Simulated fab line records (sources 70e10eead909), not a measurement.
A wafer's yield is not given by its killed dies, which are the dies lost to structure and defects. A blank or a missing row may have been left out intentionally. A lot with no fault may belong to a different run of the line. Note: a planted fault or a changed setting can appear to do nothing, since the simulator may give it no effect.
Which tool was responsible?	flow nandHarc	7 lots with 21 wafers sampled at 5 steps, on a route of 1159 steps

== WHAT EACH GAUGE READ, for each wafer ==
NHARC_END_SORT_01.
lot	measured	on	killedAtArray
L397	day 20 21:05	prober-01	64 16 20

== EACH LOT AND THE TOOL THAT RAN IT (in order: tool; ch and the chambers of the sampled wafers; start) ==
lot	NHARC_A_CONTACT_ETCH_134	NHARC_A_BONDPAD_DEGAS_25	NHARC_A_BONDPAD_PRE_CLEAN_26	NHARC_THIN_TSV_STRIP_45
L397	harCapEtch-02 ch 0,1, day 18 01:44	pvdSputter-03, day 19 15:44	pvdSputter-03, day 20 07:16 or earlier	plasmaAsher-02 ch 0, day 20 07:16
L406	harCapEtch-03 ch 0,1, day 20 01:06	pvdSputter-02, day 21 05:39	pvdSputter-02, day 21 22:30 or earlier	plasmaAsher-02 ch 0,1, day 21 22:30
L404	harCapEtch-03 ch 0,1, day 20 17:36	pvdSputter-01, day 21 13:14	pvdSputter-01, day 22 13:10 or earlier	plasmaAsher-02 ch 0,1, day 22 13:10
L407	harCapEtch-03 ch 0,1, day 21 07:10	pvdSputter-03, day 22 09:05	pvdSputter-03, day 23 03:28 or earlier	plasmaAsher-01 ch 0, day 23 03:28
L410	harCapEtch-02 ch 0,1, day 21 16:05	pvdSputter-01, day 22 22:21	pvdSputter-01, day 23 15:01 or earlier	plasmaAsher-01 ch 0,1, day 23 15:01
L413	harCapEtch-02 ch 0,1, day 22 10:45	pvdSputter-02, day 23 07:52	pvdSputter-02, day 23 23:08 or earlier	plasmaAsher-01 ch 0,1, day 23 23:08
L414	harCapEtch-02 ch 0,1, day 22 21:40	pvdSputter-02, day 24 03:49	pvdSputter-02, day 24 18:56 or earlier	plasmaAsher-01 ch 0,1, day 24 18:56
- NHARC_A_CONTACT_ETCH_134: etches the open film in C4F8/O2/Ar, time 140 s, target depth 700 nm.
- NHARC_A_BONDPAD_DEGAS_25: time 60 s.
- NHARC_A_BONDPAD_PRE_CLEAN_26: time 30 s.
- NHARC_THIN_TSV_STRIP_45: strips in O2.

== THE ANSWER, worked out from the rows above alone ==
Rule: the usual values come from the lots themselves. Put in order of their means at a reading, lots are off if they are a third of the lots or fewer, leave a main group of 4 or more, and stand apart from it by a gap of 3 or more times the standard deviation of the main group's means; of several such gaps the widest counts. A main group is skipped when, at the precision printed for the reading in the tables above, its means are all equal. A lot without any number at a reading at which 4 lots or more have one is off too. Any other lot the step has rows for is counted as sound.
No lot is off at any reading shown: from this, nothing can be told.

== WHAT WAS PUT IN BY THE SIMULATOR ==
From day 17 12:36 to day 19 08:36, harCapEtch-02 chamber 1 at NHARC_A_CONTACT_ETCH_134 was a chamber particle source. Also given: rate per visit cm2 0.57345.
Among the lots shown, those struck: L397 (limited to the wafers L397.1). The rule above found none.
